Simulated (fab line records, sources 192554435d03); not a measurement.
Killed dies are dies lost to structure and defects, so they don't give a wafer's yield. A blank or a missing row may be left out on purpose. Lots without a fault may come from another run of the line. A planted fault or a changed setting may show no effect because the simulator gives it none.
fab line records | flow n5_finfet
record lots=10 wafers=30 last_day=17
route steps=1938 shown BEOL_M8@1348
lots that met no fault: from a run of the same line without faults
start_h: hours from the record's first day to the start of the lot's first wafer shown | wait_h: hours since the lot's step before | " the same as in the row above | L1.1+2: a row that stands for several wafers | - no value, or no start given | * or withheld: withheld | < > ~ a bound
route shown NAME@n: a module of which the file shows steps, and the number in the route of the first | usual: mean/standard deviation of fault-free wafers | same: alike in all rows | chamber/n: place in a boat | sites: the reading at each site | _std_site: their standard deviation | _edge_site: outer sites' mean less inner sites' | radius_mm: how far each site lies from the wafer's centre | mask NAME#n: copy n | behind: the tool/chamber that last shaped the wafer | hold: why the lot was held/for how many hours/how that ended | device: the transistor (n, p or np) that didn't switch | end of line: the same wafers' tests at the end of the route | a step without rows: its recipe alone | killed: dies lost to structure and defects at the first sort, not the wafer's yield | map: a wafer's dies, x killed, . not, _ none there
set.NAME: the setting as run; set.NAME@STEP: as run at that earlier step | model.NAME: the simulator's own value behind a step, which no gauge read
steps of the route over a sample of lots; a table a step, a row a wafer
services: from which hour (start_h, from the record's first day; less than 0 if before it) a tool's chamber was out of use, for how many hours, and why
## steps
# step N5_BEOL_M8_DESCUM_16
# recipe chemistry=O2 time_s=7.9 source_power_w=50 bias_power_w=20 pressure_mtorr=20 rf_frequency_hz=2.712e+07 temp_c=40 resist=CAR-ArF o2_flow_sccm=225
# usual drypump_motor_current_A=5.7/0.31 oes_product_au=0.80/0.069 rf_vpp_V=243.4/1.2 showerhead_plenum_p_Torr=2.10/0.056 throttle_valve_pct=20.36/0.29
# columns lot.wafer tool chamber start_h wait_h drypump_motor_current_A oes_product_au rf_hours_counter_h rf_vpp_V showerhead_plenum_p_Torr throttle_valve_pct
L866.1 rie_diel-04 3 223.91 0.0 6.2 0.79 95 240.9 2.03 20.28
L866.5 " 2 " " 5.5 0.70 - 244.9 2.12 19.96
L866.6 " 3 " " 6.1 0.78 - 242.0 2.03 20.28
L867.2 rie_diel-01 0 231.17 0.1 5.1 0.85 52 243.1 2.14 20.41
L867.4 " 1 " " 5.6 0.73 215 245.5 2.17 20.93
L867.6 " 3 " " 5.6 0.83 - 244.4 2.12 20.65
L868.4 rie_diel-04 3 248.62 0.0 6.2 0.78 - 243.0 2.02 20.31
L868.5 " 2 " " 5.5 0.69 - 243.4 2.11 19.97
L868.6 " 1 " " 5.4 0.68 - 244.0 2.07 20.41
L869.1 rie_diel-01 1 250.37 0.0 5.6 0.72 222 244.7 2.16 20.92
L869.2 " 0 " " 5.1 0.83 60 244.6 2.14 20.40
L869.5 " 3 " " 5.5 0.80 - 243.3 2.12 20.66
L870.1 rie_diel-01 3 253.36 0.0 5.5 0.80 94 242.6 2.12 20.67
L870.3 " 2 " " 5.8 0.92 14 245.8 2.22 20.53
L870.5 " 1 " " 5.6 0.73 - 244.2 2.16 20.92
L873.1 rie_diel-01 1 262.66 0.0 5.6 0.73 227 246.1 2.16 20.93
L873.4 " 3 " " 5.5 0.80 97 242.8 2.12 20.66
L873.5 " 1 " " 5.5 0.73 - 244.6 2.16 20.92
L883.1 rie_diel-04 3 320.31 0.6 6.2 0.74 131 242.6 2.01 20.34
L883.4 " 2 " " 5.5 0.67 243 245.1 2.11 20.02
L883.5 " 3 " " 6.1 0.74 - 243.3 2.01 20.34
L882.1 rie_diel-06 2 324.35 0.2 5.6 0.77 138 244.0 2.08 20.58
L882.2 " 3 " " 6.1 0.78 151 243.2 2.09 20.32
L882.4 " 0 " " 5.6 0.76 103 242.2 2.00 19.88
L885.1 rie_diel-06 0 338.63 0.1 5.6 0.77 107 241.7 2.00 19.88
L885.2 " 2 " " 5.7 0.77 144 243.7 2.08 20.58
L885.6 " 3 " " 6.1 0.77 - 243.9 2.09 20.31
L884.1 rie_diel-04 1 340.63 0.2 5.4 0.92 5 241.9 2.06 20.10
L884.2 " 0 " " 6.2 0.81 98 242.5 2.12 20.28
L884.3 " 3 " " 6.2 0.74 139 242.2 2.01 20.37
# step N5_BEOL_M8_ETCH_65
# recipe chemistry=CF4 target=SiARC target_depth_a=156 mask_material=CAR-EUV time_s=26 ion_energy_ev=80 pressure_mtorr=40 source_w=545 bias_w=36 Ar_flow_sccm=100 cf4_flow_sccm=100 ends=cleared
# usual bias_w=36.00/0.1 drypump_motor_current_A=5.6/0.34 etch_rf_on_time_s=26.0/0.93 oes_product_au=0.68/0.066 rf_vpp_V=184.4/1.1 showerhead_plenum_p_Torr=2.17/0.061 throttle_valve_pct=15.62/0.22
# columns lot.wafer tool chamber start_h wait_h bias_w drypump_motor_current_A etch_rf_on_time_s oes_product_au rf_hours_counter_h rf_vpp_V showerhead_plenum_p_Torr throttle_valve_pct
L866.1 rie_diel-01 1 225.57 0.0 35.91 5.6 25.9 0.61 213 185.1 2.20 15.98
L866.5 " 0 " " 35.96 5.1 24.5 0.74 - 182.5 2.18 15.50
L866.6 " 3 " " 35.95 5.5 26.5 0.69 - 184.5 2.15 15.66
L867.2 rie_diel-06 3 234.78 0.0 35.91 6.1 25.8 0.69 122 184.9 2.15 15.45
L867.4 " 3 " " 35.81 6.1 26.2 0.68 - 183.3 2.15 15.47
L867.6 " 2 " " 36.15 5.6 24.5 0.69 - 185.0 2.17 15.85
L868.4 rie_diel-01 3 249.82 0.0 35.93 5.5 26.7 0.69 92 183.3 2.15 15.69
L868.5 " 0 " " 35.79 5.1 24.8 0.73 - 184.3 2.18 15.52
L868.6 " 3 " " 35.89 5.5 26.8 0.68 - 184.7 2.15 15.69
L869.1 rie_diel-01 0 252.35 0.0 35.88 5.1 24.6 0.74 60 184.8 2.18 15.52
L869.2 " 1 " " 36.04 5.5 26.1 0.61 223 183.5 2.20 16.00
L869.5 " 0 " " 35.80 5.1 24.6 0.73 - 184.2 2.17 15.52
L870.1 rie_diel-01 3 257.50 0.0 36.00 5.5 26.6 0.68 96 183.5 2.15 15.70
L870.3 " 0 " " 35.93 5.1 24.8 0.72 63 184.1 2.17 15.52
L870.5 " 3 " " 35.86 5.5 26.8 0.68 - 184.7 2.15 15.68
L873.1 rie_diel-01 3 265.86 0.0 35.90 5.6 26.5 0.68 98 183.6 2.14 15.71
L873.4 " 0 " " 36.04 5.1 24.8 0.72 66 184.0 2.17 15.51
L873.5 " 0 " " 36.09 5.1 24.6 0.72 - 184.3 2.17 15.52
L883.1 rie_diel-04 1 323.24 0.0 35.94 5.4 26.4 0.81 1 184.0 2.11 15.20
L883.4 " 2 " " 36.01 5.4 24.8 0.59 243 184.5 2.20 15.54
L883.5 " 0 " " 36.06 6.2 25.7 0.69 - 185.1 2.16 15.35
L882.1 rie_diel-04 1 325.73 0.0 35.97 5.4 26.6 0.80 2 184.0 2.11 15.21
L882.2 " 3 " " 36.01 6.2 26.7 0.63 133 183.7 2.05 15.49
L882.4 " 0 " " 35.79 6.2 25.5 0.70 91 186.1 2.16 15.35
L885.1 rie_diel-01 2 340.06 0.0 36.05 5.8 27.4 0.72 48 185.1 2.28 15.80
L885.2 " 0 " " 36.09 5.1 25.0 0.69 95 183.4 2.16 15.58
L885.6 " 1 " " 35.93 5.6 26.4 0.84 - 183.8 2.19 15.57
L884.1 rie_diel-04 1 342.53 0.0 36.14 5.4 26.6 0.78 6 184.3 2.11 15.22
L884.2 " 0 " " 35.88 6.2 25.5 0.68 99 184.5 2.16 15.36
L884.3 " 3 " " 36.08 6.2 26.8 0.62 140 184.0 2.05 15.49
# step N5_BEOL_M8_ETCH_66
# recipe chemistry=N2/H2 target=SOC target_depth_a=800 overetch_a=160 mask_material=SiARC temp_c=40 time_s=120 ion_energy_ev=200 pressure_mtorr=30 source_w=840 bias_w=150 n2_flow_sccm=200 h2_flow_sccm=200
# usual bias_w=150.0/0.52 drypump_motor_current_A=5.7/0.33 oes_product_au=0.61/0.058 rf_vpp_V=524.8/2 showerhead_plenum_p_Torr=2.58/0.078 throttle_valve_pct=17.87/0.27
# columns lot.wafer tool chamber start_h wait_h bias_w drypump_motor_current_A oes_product_au rf_hours_counter_h rf_vpp_V showerhead_plenum_p_Torr throttle_valve_pct
L866.1 rie_diel-01 1 225.60 0.0 149.6 5.6 0.55 213 526.3 2.64 18.39
L866.5 " 0 " " 149.6 5.1 0.64 - 526.1 2.62 17.90
L866.6 " 3 " " 150.0 5.5 0.62 - 523.7 2.57 17.95
L867.2 rie_diel-06 3 234.81 0.0 149.7 6.1 0.61 122 524.1 2.55 17.61
L867.4 " 3 " " 149.6 6.0 0.61 - 523.2 2.55 17.63
L867.6 " 2 " " 150.2 5.7 0.61 - 524.3 2.54 17.87
L868.4 rie_diel-01 3 249.85 0.0 150.5 5.5 0.62 92 523.8 2.56 17.96
L868.5 " 0 " " 150.3 5.1 0.64 - 526.7 2.62 17.91
L868.6 " 3 " " 150.4 5.5 0.61 - 525.6 2.56 17.97
L869.1 rie_diel-01 0 252.38 0.0 156.1 5.1 0.64 60 539.0 2.62 17.94
L869.2 " 1 " " 150.2 5.6 0.55 223 526.2 2.63 18.39
L869.5 " 0 " " 156.5 5.1 0.63 - 538.9 2.62 17.91
L870.1 rie_diel-01 3 257.53 0.0 150.3 5.5 0.62 96 525.6 2.56 17.96
L870.3 " 0 " " 157.0 5.1 0.63 63 537.4 2.62 17.91
L870.5 " 3 " " 149.7 5.5 0.62 - 524.6 2.56 17.98
L873.1 rie_diel-01 3 265.89 0.0 148.7 5.5 0.62 98 525.0 2.56 17.97
L873.4 " 0 " " 155.7 5.1 0.63 66 538.5 2.62 17.95
L873.5 " 0 " " 156.1 5.1 0.63 - 537.6 2.62 17.95
L883.1 rie_diel-04 1 323.27 0.0 149.2 5.4 0.72 2 523.5 2.49 17.25
L883.4 " 2 " " 150.1 5.5 0.51 243 526.4 2.62 17.71
L883.5 " 0 " " 149.4 6.2 0.62 - 525.1 2.58 17.70
L882.1 rie_diel-04 1 325.75 0.0 149.9 5.4 0.72 2 522.2 2.49 17.26
L882.2 " 3 " " 150.1 6.2 0.57 133 520.9 2.42 17.62
L882.4 " 0 " " 149.1 6.2 0.62 91 522.7 2.58 17.71
L885.1 rie_diel-01 2 340.09 0.0 150.1 5.9 0.66 48 527.5 2.70 18.01
L885.2 " 0 " " 149.4 5.1 0.60 95 524.1 2.60 17.98
L885.6 " 1 " " 150.5 5.6 0.76 - 526.9 2.62 18.02
L884.1 rie_diel-04 1 342.56 0.0 149.1 5.4 0.72 6 522.1 2.49 17.28
L884.2 " 0 " " 148.7 6.2 0.61 99 524.4 2.57 17.72
L884.3 " 3 " " 150.6 6.1 0.56 140 520.9 2.42 17.62
# step N5_BEOL_M8_STRIP_36
# recipe chemistry=N2/H2 power_w=450 temp_c=40 pressure_mtorr=20 rf_frequency_hz=6e+07 overash_fraction=0.3 bias_power_w=7 h2_frac=0.5 n2_flow_sccm=200 h2_flow_sccm=200
# usual drypump_motor_current_A=5.7/0.33 oes_product_au=0.80/0.076 rf_vpp_V=59.4/1.4 showerhead_plenum_p_Torr=2.58/0.078 throttle_valve_pct=23.7/0.35
# columns lot.wafer tool chamber start_h wait_h drypump_motor_current_A oes_product_au rf_hours_counter_h rf_vpp_V showerhead_plenum_p_Torr throttle_valve_pct
L866.1 rie_diel-01 1 225.75 0.0 5.5 0.72 213 59.6 2.63 24.4
L866.5 " 0 " " 5.1 0.84 - 60.4 2.62 23.8
L866.6 " 3 " " 5.5 0.82 - 58.9 2.56 23.8
L867.2 rie_diel-06 3 234.96 0.0 6.0 0.80 122 63.1 2.55 23.4
L867.4 " 3 " " 6.1 0.80 - 60.2 2.55 23.3
L867.6 " 2 " " 5.7 0.82 - 58.6 2.54 23.7
L868.4 rie_diel-01 3 250.00 0.0 5.5 0.82 92 59.5 2.56 23.8
L868.5 " 0 " " 5.1 0.84 - 59.1 2.62 23.9
L868.6 " 3 " " 5.5 0.80 - 58.6 2.56 23.8
L869.1 rie_diel-01 0 252.53 0.0 5.1 0.84 60 57.3 2.61 23.9
L869.2 " 1 " " 5.6 0.71 223 61.4 2.63 24.4
L869.5 " 0 " " 5.1 0.83 - 58.3 2.62 23.8
L870.1 rie_diel-01 3 257.68 0.0 5.5 0.81 96 57.6 2.56 23.8
L870.3 " 0 " " 5.1 0.82 63 58.5 2.61 23.9
L870.5 " 3 " " 5.5 0.79 - 59.5 2.56 23.8
L873.1 rie_diel-01 3 266.04 0.0 5.5 0.80 98 59.0 2.56 23.8
L873.4 " 0 " " 5.1 0.82 66 57.0 2.61 23.9
L873.5 " 0 " " 5.1 0.82 - 57.8 2.61 23.9
L883.1 rie_diel-04 1 323.42 0.0 5.4 0.94 2 58.5 2.48 23.0
L883.4 " 2 " " 5.5 0.67 243 59.9 2.61 23.5
L883.5 " 0 " " 6.2 0.81 - 61.0 2.58 23.7
L882.1 rie_diel-04 1 325.91 0.0 5.4 0.94 2 58.2 2.48 23.0
L882.2 " 3 " " 6.2 0.74 133 59.3 2.42 23.3
L882.4 " 0 " " 6.2 0.81 91 59.2 2.57 23.7
L885.1 rie_diel-01 2 340.24 0.0 5.9 0.86 48 61.7 2.70 23.9
L885.2 " 0 " " 5.1 0.78 95 57.1 2.60 23.9
L885.6 " 1 " " 5.6 0.98 - 58.6 2.62 24.1
L884.1 rie_diel-04 1 342.71 0.0 5.4 0.92 6 60.9 2.48 23.0
L884.2 " 0 " " 6.2 0.80 99 59.5 2.57 23.8
L884.3 " 3 " " 6.2 0.73 140 58.1 2.42 23.4
## services
# columns tool chamber start_h hours kind
rie_diel-01 2 201.16 - clean
rie_diel-01 2 201.16 - consumable_replace:focus_ring
rie_diel-01 2 201.16 - consumable_replace:showerhead
rie_diel-01 2 201.16 13.0 scheduled_down
rie_diel-01 2 201.16 13.0 vent_cycle
rie_diel-04 1 204.77 9.1 repair
rie_diel-06 3 242.09 1.5 repair
rie_diel-06 0 242.48 1.3 repair
rie_diel-04 0 276.72 15.8 repair
rie_diel-04 3 290.02 5.1 repair
rie_diel-04 2 293.54 9.1 repair
rie_diel-04 1 302.68 - clean
rie_diel-04 1 302.68 - consumable_replace:focus_ring
rie_diel-04 1 302.68 12.8 scheduled_down
rie_diel-04 1 302.68 12.8 vent_cycle
rie_diel-01 1 325.37 - clean
rie_diel-01 1 325.37 - consumable_replace:focus_ring
rie_diel-01 1 325.37 12.6 scheduled_down
rie_diel-01 1 325.37 12.6 vent_cycle
rie_diel-04 3 327.77 1.6 repair
rie_diel-04 2 340.26 - clean
rie_diel-04 2 340.26 - consumable_replace:focus_ring
rie_diel-04 2 340.26 17.9 scheduled_down
rie_diel-04 2 340.26 17.9 vent_cycle
## key
first_sign step=N5_BEOL_M8_ETCH_66 reading=bias_w direction=up sigmas=12 usual=* struck=*
effect step=N5_BEOL_M8_ETCH_66 reading=rf_vpp_V direction=up sigmas=6.7 usual=524.8 struck=538.3
met_at N5_BEOL_M8_ETCH_66
struck_lots L869,L870,L873
struck_wafers L869.1,L869.5,L870.3,L873.4,L873.5
not_acting_at N5_BEOL_M8_DESCUM_16,N5_BEOL_M8_ETCH_65,N5_BEOL_M8_STRIP_36
onset_between 249.85 252.38
fault kind=process_parameter_drift tool=rie_diel-01 chamber=0 onset_h=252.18 steps=N5_BEOL_M8_ETCH_66 channel=bias_w offset=* shape=step end_h=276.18 acts_in=* stated=*
